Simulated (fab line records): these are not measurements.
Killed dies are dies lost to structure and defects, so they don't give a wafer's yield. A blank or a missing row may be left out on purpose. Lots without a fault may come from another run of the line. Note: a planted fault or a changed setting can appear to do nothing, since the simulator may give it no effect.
Chamber matching / flow n5Finfet / N5_HKMG_FIN_CMP_94 on cmp-02: 4 sister chambers
The step polishes, stops on SiNx, t overpolish 4.7 s, target thk 43.299 nm. 4 wafers are shown with their chamber, then 7 later ones without.

== WAFERS PAIRED WITH THEIR CHAMBERS ==
wafer=L083.2; chamber=0; motorCurrentA (A)=11.8
wafer=L085.6; chamber=2; motorCurrentA (A)=13.8
wafer=L086.3; chamber=1; motorCurrentA (A)=13.7
wafer=L086.4; chamber=3; motorCurrentA (A)=11.2

== WAFERS WHOSE CHAMBER IS MISSING ==
wafer=L086.5; motorCurrentA (A)=13.7
wafer=L094.1; motorCurrentA (A)=13.4
wafer=L094.2; motorCurrentA (A)=13.6
wafer=L094.3; motorCurrentA (A)=10.9
wafer=L095.1; motorCurrentA (A)=11.5
wafer=L095.2; motorCurrentA (A)=14.0
wafer=L095.3; motorCurrentA (A)=11.5

== THE CHAMBER EACH PASSED THROUGH ==
wafer=L086.5; from the rows above=can't be placed: 1 or 2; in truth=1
wafer=L094.1; from the rows above=can't be placed: 1 or 2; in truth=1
wafer=L094.2; from the rows above=can't be placed: 1 or 2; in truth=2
wafer=L094.3; from the rows above=3; in truth=3
wafer=L095.1; from the rows above=can't be placed: 0 or 3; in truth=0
wafer=L095.2; from the rows above=can't be placed: 2 or 1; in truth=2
wafer=L095.3; from the rows above=can't be placed: 0 or 3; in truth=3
1 of 7 placed correctly. Unplaceable from these rows: 6, with the true chamber sitting among the candidates in 6. Number placed wrongly: 0.
How it was worked out, from the rows above alone: a wafer's distance from a chamber is the root of the sum, over the readings, of the square of ((its reading less the chamber's mean) divided by the reading's scatter). If the next closest chamber is less than 2 further off than the closest, the wafer can't be placed; otherwise it belongs to the closest. A chamber's mean is the mean of its shown wafers. The scatter: root of mean squared gap, hidden wafer to nearest shown wafer, with one shown wafer a chamber.
